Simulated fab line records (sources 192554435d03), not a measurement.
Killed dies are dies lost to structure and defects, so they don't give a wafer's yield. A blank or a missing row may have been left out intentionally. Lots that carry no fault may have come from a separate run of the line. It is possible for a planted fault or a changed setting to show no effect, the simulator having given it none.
fab line records    flow n5Finfet
[record] lots = 9  wafers = 27  lastDay = 19
route steps=1938 shown BEOL_M0_SAQP@676 BEOL_M4@1111 PASSIVATION@1936
lots that met no fault: from a run of the same line without faults
startH: hours from the record's opening day to when the first of the lot's shown wafers began    waitH: time in hours since the lot's previous step    " as in the row above    L1.1+2: one row covering several wafers at once    - either no value or no given start    * or withheld: withheld    < > ~ a bound
route shown NAME@n: NAME is a module with steps in the file, n the number in the route of the first one    usual: mean/standard deviation of fault-free wafers    same: alike in all rows    chamber/n: place in a boat    sites: the reading at each site    _std_site: the standard deviation of these    _edge_site: the outer-site mean with the inner-site mean subtracted    radiusMm: for every site, how far away it sits from the centre of the wafer    mask NAME#n: copy n    behind: tool/chamber where the wafer was last shaped    hold: why the lot was held/for how many hours/how that ended    device: names the non-switching transistor (n, p or np)    end of line: the tests these same wafers got at the end of their route    for a step that has no rows: nothing shown but its recipe    killed: dies that structure and defects cost at the first sort, which is not the same as the wafer's yield    map: a wafer's dies, marking killed ones x, the rest . and places with no die _
set.NAME: the run value of the setting; set.NAME@STEP: its run value at that earlier step    model.NAME: the simulator's own value behind a step, which no gauge read
one table for each step of the route and one row for each wafer, over a sample of lots
services: from which hour (startH, from the record's first day; less than 0 if before it) a tool's chamber was out of use, for how many hours, and why
[[steps]]
[step N5_BEOL_M0_SAQP_SPACER2_ALD_26]
[recipe] material = SiO2  targetThkA = 150  tempC = 300  aldPrecursorFamily = BDEAS  aldCoReactant = O2-plasma  pulseTimeS = 1  purgeTimeS = 2  coReactantPurgeTimeS = 2  pressureTorr = 2
[usual] heaterPowerW = 486/49  precursorPulseHeightRel = 0.999/0.019
lot.wafer  tool       chamber  startH  waitH  heaterPowerW  precursorPulseHeightRel
L283.2     aldSin-04  3        129.66  0.1    538           0.993
L283.3     "          1        "       "      501           0.998
L283.6     "          1        "       "      505           1.002
L285.3     aldSin-04  2        141.99  0.1    465           0.968
L285.4     "          3        "       "      533           0.977
L285.6     "          1        "       "      504           1.002
L286.1     aldSin-01  1        144.99  1.2    511           0.980
L286.2     "          0        "       "      441           0.983
L286.6     "          1        "       "      513           0.969
L290.1     aldSin-02  2        173.39  0.1    552           0.994
L290.2     "          1        "       "      464           0.974
L290.5     "          0        "       "      417           1.023
L296.1     aldSin-04  3        204.75  0.1    569           0.963
L296.4     "          1        "       "      512           1.008
L296.5     "          1        "       "      517           1.027
L298.1     aldSin-01  1        215.35  0.5    515           1.001
L298.3     "          0        "       "      422           1.015
L298.5     "          2        "       "      457           1.034
L300.1     aldSin-02  0        228.98  0.1    423           1.011
L300.2     "          3        "       "      561           1.028
L300.4     "          0        "       "      413           1.047
L301.2     aldSin-02  0        233.77  0.1    419           0.995
L301.5     "          3        "       "      555           0.976
L301.6     "          2        "       "      535           1.005
L303.2     aldSin-04  0        245.88  0.1    473           0.993
L303.4     "          0        "       "      464           1.006
L303.6     "          1        "       "      512           1.013
[step N5_BEOL_M0_SAQP_CD_MEAS_29]
[recipe] targetCdNm = 14.4  landingEnergyEv = 1000  detector = seInlens
[usual] cdNm = 15.01/0.23
lot.wafer  tool      chamber  startH  waitH  cdNm
L283.2     cdSem-03  0        130.41  0.1    15.32
L283.3     "         0        "       "      14.82
L283.6     "         0        "       "      14.79
L285.3     cdSem-02  0        142.74  0.1    14.38
L285.4     "         0        "       "      15.17
L285.6     "         0        "       "      15.03
L286.1     cdSem-02  0        145.74  0.1    15.24
L286.2     "         0        "       "      15.08
L286.6     "         0        "       "      15.13
L290.1     cdSem-03  0        174.22  0.1    14.81
L290.2     "         0        "       "      15.04
L290.5     "         0        "       "      15.36
L296.1     cdSem-02  0        205.54  0.1    14.77
L296.4     "         0        "       "      15.02
L296.5     "         0        "       "      14.59
L298.1     cdSem-01  0        216.09  0.1    15.40
L298.3     "         0        "       "      15.10
L298.5     "         0        "       "      15.08
L300.1     cdSem-01  0        229.99  0.1    15.48
L300.2     "         0        "       "      14.78
L300.4     "         0        "       "      14.75
L301.2     cdSem-02  0        234.56  0.1    15.07
L301.5     "         0        "       "      14.94
L301.6     "         0        "       "      15.04
L303.2     cdSem-01  0        246.66  0.1    15.04
L303.4     "         0        "       "      14.71
L303.6     "         0        "       "      14.81
[step N5_BEOL_M0_SAQP_COAT_87]
[recipe] resist = underlayer  tempC = 205  timeS = 60  spinRpm = 1500  resistThkNm = 5
[usual] dispensePressureKPa = 53.5/2.3  heaterPowerTotalW = 391.7/1.3  spinSpeedRpm = 1500.1/1.1
lot.wafer  tool           chamber  startH  waitH  dispensePressureKPa  heaterPowerTotalW  spinSpeedRpm
L283.2     lithoTrack-01  0        130.45  -      53.7                 392.6              1500.2
L283.3     "              0        "       "      53.7                 393.0              1500.4
L283.6     "              0        "       "      53.7                 390.4              1498.2
L285.3     lithoTrack-01  0        142.78  -      53.7                 392.8              1381.1
L285.4     "              0        "       "      53.7                 392.3              1380.9
L285.6     "              0        "       "      53.6                 392.1              1381.7
L286.1     lithoTrack-01  0        145.78  -      53.7                 394.1              1380.5
L286.2     "              0        "       "      53.7                 390.4              1381.5
L286.6     "              0        "       "      53.7                 389.6              1381.1
L290.1     lithoTrack-05  0        174.26  -      49.9                 393.3              1500.7
L290.2     "              0        "       "      49.9                 393.6              1502.4
L290.5     "              0        "       "      49.8                 391.8              1501.5
L296.1     lithoTrack-03  0        205.58  -      56.0                 391.5              1500.4
L296.4     "              0        "       "      56.0                 392.1              1499.3
L296.5     "              0        "       "      56.0                 389.8              1499.3
L298.1     lithoTrack-03  0        216.14  -      56.0                 391.1              1500.6
L298.3     "              0        "       "      56.0                 391.5              1500.4
L298.5     "              0        "       "      56.0                 390.8              1499.8
L300.1     lithoTrack-01  0        230.03  -      53.6                 390.1              1501.2
L300.2     "              0        "       "      53.6                 392.5              1499.0
L300.4     "              0        "       "      53.7                 392.2              1501.3
L301.2     lithoTrack-01  0        234.60  -      53.6                 392.7              1499.1
L301.5     "              0        "       "      53.6                 391.9              1501.6
L301.6     "              0        "       "      53.6                 391.2              1501.4
L303.2     lithoTrack-05  0        246.70  -      49.7                 389.8              1500.4
L303.4     "              0        "       "      49.8                 392.0              1501.0
L303.6     "              0        "       "      49.8                 392.7              1502.4
[step N5_BEOL_M0_SAQP_CD_MEAS_40]
[recipe] targetCdNm = 30  landingEnergyEv = 500  detector = seInlens
[usual] cdNm = 30.02/0.21
lot.wafer  tool      chamber  startH  waitH  cdNm
L283.2     cdSem-03  0        130.72  -      30.12
L283.3     "         0        "       "      29.93
L283.6     "         0        "       "      29.98
L285.3     cdSem-01  0        143.17  -      29.92
L285.4     "         0        "       "      29.88
L285.6     "         0        "       "      30.37
L286.1     cdSem-01  0        146.05  -      29.59
L286.2     "         0        "       "      30.03
L286.6     "         0        "       "      29.97
L290.1     cdSem-03  0        174.65  -      30.17
L290.2     "         0        "       "      29.95
L290.5     "         0        "       "      29.99
L296.1     cdSem-01  0        205.85  -      30.28
L296.4     "         0        "       "      30.02
L296.5     "         0        "       "      29.98
L298.1     cdSem-02  0        216.40  -      30.39
L298.3     "         0        "       "      30.06
L298.5     "         0        "       "      30.09
L300.1     cdSem-02  0        230.30  -      30.15
L300.2     "         0        "       "      30.14
L300.4     "         0        "       "      30.04
L301.2     cdSem-03  0        234.99  -      30.11
L301.5     "         0        "       "      30.26
L301.6     "         0        "       "      30.06
L303.2     cdSem-03  0        246.97  -      29.96
L303.4     "         0        "       "      30.48
L303.6     "         0        "       "      29.97
[step N5_BEOL_M0_SAQP_ETCH_88]
[recipe] chemistry = N2/H2  target = underlayer  targetDepthA = 65  timeS = 5.2  ionEnergyEv = 200  maskMaterial = CAR-EUV  pressureMtorr = 30  sourceW = 840  biasW = 150  n2FlowSccm = 200  h2FlowSccm = 200  ends = cleared
[usual] drypumpMotorCurrentA = 5.53/0.28  etchRfOnTimeS = 5.17/0.08  oesProductAu = 0.66/0.057  rfVppV = 523.4/2.7  showerheadPlenumPTorr = 2.53/0.087  throttleValvePct = 17.85/0.27
lot.wafer  tool        chamber  startH  waitH  drypumpMotorCurrentA  etchRfOnTimeS  oesProductAu  rfHoursCounterH  rfVppV  showerheadPlenumPTorr  throttleValvePct
L283.2     rieDiel-06  2        130.87  0.0    5.92                  5.13           0.68          94               528.5   2.68                   17.77
L283.3     "           1        "       "      6.00                  5.00           0.81          14               527.0   2.60                   17.63
L283.6     "           0        "       "      5.43                  5.01           0.77          -                523.6   2.59                   17.49
L285.3     rieDiel-01  2        143.33  0.0    5.69                  5.44           0.61          201              521.9   2.53                   18.04
L285.4     "           1        "       "      5.60                  5.35           0.63          200              525.6   2.64                   17.95
L285.6     "           1        "       "      5.58                  5.39           0.63          -                525.0   2.64                   17.95
L286.1     rieDiel-03  3        146.41  0.0    5.68                  5.50           0.61          214              523.5   2.52                   18.19
L286.2     "           2        "       "      5.33                  5.48           0.64          160              525.2   2.54                   18.32
L286.6     "           0        "       "      5.58                  5.50           0.62          -                523.4   2.52                   17.60
L290.1     rieDiel-03  0        174.90  0.0    5.58                  5.20           0.63          196              523.7   2.52                   17.61
L290.2     "           2        "       "      5.31                  5.20           0.64          165              522.9   2.54                   18.36
L290.5     "           2        "       "      5.28                  5.22           0.63          -                523.4   2.54                   18.35
L296.1     rieDiel-06  2        206.06  0.0    5.97                  5.19           0.67          112              526.7   2.67                   17.76
L296.4     "           0        "       "      5.47                  5.08           0.74          60               523.4   2.58                   17.51
L296.5     "           3        "       "      5.08                  5.25           0.61          -                519.5   2.41                   17.97
L298.1     rieDiel-06  0        216.58  0.0    5.44                  5.06           0.75          63               524.4   2.58                   17.52
L298.3     "           3        "       "      5.06                  5.23           0.61          223              520.0   2.41                   17.97
L298.5     "           0        "       "      5.45                  5.09           0.74          -                525.6   2.58                   17.53
L300.1     rieDiel-03  0        230.45  0.0    5.57                  5.22           0.62          214              523.5   2.51                   17.64
L300.2     "           3        "       "      5.72                  5.25           0.59          238              522.8   2.51                   18.23
L300.4     "           2        "       "      5.34                  5.30           0.62          181              522.6   2.53                   18.37
L301.2     rieDiel-06  0        235.30  0.0    5.49                  4.99           0.73          70               524.4   2.58                   17.54
L301.5     "           1        "       "      5.99                  5.00           0.75          -                523.9   2.59                   17.66
L301.6     "           0        "       "      5.44                  5.02           0.73          -                524.3   2.58                   17.53
L303.2     rieDiel-03  2        247.12  0.0    5.32                  5.25           0.62          185              522.6   2.53                   18.37
L303.4     "           1        "       "      5.20                  5.21           0.65          -                518.9   2.33                   17.54
L303.6     "           0        "       "      5.59                  5.23           0.61          -                525.9   2.51                   17.63
[step N5_BEOL_M4_RC_MEAS_101]
[usual] DIBL_N = 35.9/1.3  DIBL_P = 35.9/1.5  IOFF_N = 0.152/0.023  IOFF_P = 0.204/0.027  ION_N = 673/9.2  ION_P = 462/6.7  SS_N = 71.4/0.48  SS_P = 73.2/0.55  VT_N = 250.3/2.6  VT_P = -250.6/3
lot.wafer  tool       chamber  startH  waitH  DIBL_N[mV/V]  DIBL_P[mV/V]  IOFF_N[nA/um]  IOFF_P[nA/um]  ION_N[uA/um]  ION_P[uA/um]  SS_N[mV/dec]  SS_P[mV/dec]  VT_N[mV]  VT_P[mV]
L285.3     prober-01  0        208.75  0.3    36.4          35.8          0.154          0.200          679           463           72.0          73.5          249.3     -250.5
L285.4     "          0        "       "      37.3          37.5          0.167          0.220          662           460           71.9          74.8          248.3     -250.0
L285.6     "          0        "       "      35.5          35.5          0.135          0.189          666           463           71.7          72.9          249.8     -253.4
L283.2     prober-02  0        210.39  0.2    36.5          37.3          0.167          0.198          677           461           70.8          74.3          249.8     -253.7
L283.3     "          0        "       "      35.0          36.3          0.150          0.182          679           452           71.0          73.0          252.0     -254.3
L283.6     "          0        "       "      36.1          37.1          0.163          0.197          680           462           71.5          73.2          248.3     -251.2
L286.1     prober-02  0        230.87  0.0    36.6          35.2          0.144          0.217          665           462           71.6          73.5          252.7     -248.6
L286.2     "          0        "       "      37.2          36.9          0.167          0.244          671           464           72.1          74.2          248.3     -249.5
L286.6     "          0        "       "      36.1          34.5          0.141          0.198          659           449           71.9          72.5          253.3     -251.8
L290.1     prober-02  0        247.96  0.3    38.2          38.8          0.225          0.247          690           467           71.5          74.1          242.7     -248.1
L290.2     "          0        "       "      37.6          37.3          0.206          0.217          678           458           71.8          73.2          244.2     -253.5
L290.5     "          0        "       "      36.9          36.6          0.182          0.209          682           458           71.3          72.6          246.1     -251.4
L296.1     prober-02  0        276.64  0.0    33.7          32.6          0.112          0.168          658           463           71.3          72.2          254.1     -251.2
L296.4     "          0        "       "      37.4          37.8          0.179          0.235          677           469           71.4          74.2          249.8     -248.6
L296.5     "          0        "       "      35.2          34.0          0.140          0.181          664           458           71.7          72.9          250.1     -250.5
L298.1     prober-02  0        302.23  0.0    34.5          36.0          0.143          0.198          681           470           71.5          73.3          252.2     -248.9
L298.3     "          0        "       "      33.8          35.6          0.137          0.187          665           466           71.2          73.1          253.1     -253.0
L298.5     "          0        "       "      35.7          37.6          0.164          0.223          681           467           71.5          73.5          249.4     -251.9
L300.1     prober-02  0        305.47  0.0    36.1          36.0          0.162          0.183          675           454           71.9          73.0          250.0     -253.1
L300.2     "          0        "       "      36.2          36.6          0.164          0.187          668           455           72.0          73.8          248.5     -255.2
L300.4     "          0        "       "      35.4          35.8          0.149          0.176          669           452           71.4          73.1          250.2     -256.0
L301.2     prober-02  0        313.59  0.2    35.1          35.8          0.128          0.167          669           455           71.1          73.3          255.3     -254.2
L301.5     "          0        "       "      35.0          36.8          0.132          0.175          668           454           71.7          73.4          253.2     -253.3
L301.6     "          0        "       "      35.1          36.6          0.138          0.171          672           456           71.8          73.2          252.9     -257.5
L303.2     prober-02  0        334.79  0.2    35.3          34.3          0.134          0.219          657           466           71.6          73.2          252.8     -247.0
L303.4     "          0        "       "      35.2          34.4          0.130          0.216          667           471           71.4          72.1          249.9     -247.9
L303.6     "          0        "       "      35.9          35.3          0.146          0.240          678           477           71.1          73.7          251.0     -244.7
[step N5_PASSIVATION_PROBE_49]
[usual] defectLimitedYield = 91.0/1.5  killed_at_M0_to_M3 = 37/12  killed_at_M4_up = 13/5  killedAtContacts = 13/6.1  killedAtFrontEnd = 39/11  killedAtOther = 4/3.2  killedDies = 106/17  killedOpen = 69/12  killedShort = 35/7.9  sort_bin_5_function = 5.3/1  sort_bin_6_memory = 3.3/0.68  sortNPass = 1074/17  sortYieldPct = 91.0/1.5
[same] grossDies = 1180  killedAtBackSide = 0  sort_bin_4_leakage[%] = 0  sort_bin_8_speed[%] = 0
lot.wafer  tool       chamber  startH  waitH  defectLimitedYield[%]  killed_at_M0_to_M3  killed_at_M4_up  killedAtContacts  killedAtFrontEnd  killedAtOther  killedDies  killedOpen  killedShort  sort_bin_5_function[%]  sort_bin_6_memory[%]  sortNPass  sortYieldPct[%]
L285.4     prober-01  -        307.52  0.2    92.1                   30                  11               14                28                10             93          59          27           5.3                     2.4                   1087       92.1
// killed by level:class
L285.4 BEOL_M0_SAQP:geometricParticle:short=13 MOL_CONTACT_COAG:geometricParticle:open=10 STI_FIN_REVEAL:geometricParticle:open=8 BEOL_M0_SAQP:geometricParticle:open=8 FIN_SAQP:geometricParticle:open=7 MOL_CONTACT_COAG:geometricParticle:short=4 MIM_BOT:geometricParticle:open=4 FIN_SAQP:geometricParticle:short=3
[[services]]
tool           chamber  startH  hours  kind
rieDiel-03     -        110.52  4.3    pm
rieDiel-03     0        122.22  3.0    repair
rieDiel-03     0        125.87  9.6    repair
rieDiel-01     0        135.30  1.6    repair
rieDiel-06     2        146.56  6.0    repair
rieDiel-03     2        152.31  9.3    repair
aldSin-02      -        166.41  0.8    pm
rieDiel-03     1        174.66  6.3    repair
lithoTrack-01  -        182.59  -      consumableReplace:filter
aldSin-04      3        188.83  10.3   repair
rieDiel-01     0        210.39  10.2   repair
aldSin-02      1        223.34  16.5   repair
aldSin-04      -        223.41  1.2    repair
aldSin-02      2        228.06  3.2    repair
aldSin-01      3        230.26  6.7    repair
aldSin-01      -        237.79  0.7    repair
rieDiel-03     2        241.27  5.7    repair
aldSin-04      3        241.35  18.6   repair
rieDiel-03     3        244.60  9.1    repair
[[key]]
[firstSign] step = N5_BEOL_M0_SAQP_COAT_87  reading = spinSpeedRpm  direction = down  sigmas = 99+  usual = *  struck = *
[effect] step = N5_BEOL_M0_SAQP_ETCH_88  reading = etchRfOnTimeS  direction = up  sigmas = 3.4  usual = *  struck = *
metAt N5_BEOL_M0_SAQP_COAT_87
struckLots L285,L286
notActingAt N5_BEOL_M0_SAQP_SPACER2_ALD_26,N5_BEOL_M0_SAQP_CD_MEAS_29,N5_BEOL_M0_SAQP_CD_MEAS_40
onsetBetween 130.45 142.78
[fault] kind = processParameterDrift  tool = lithoTrack-01  chamber = -  onsetH = 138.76  steps = N5_BEOL_M0_SAQP_COAT_87  channel = spinRpm  offset = *  shape = step  endH = 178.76  actsIn = *  stated = *
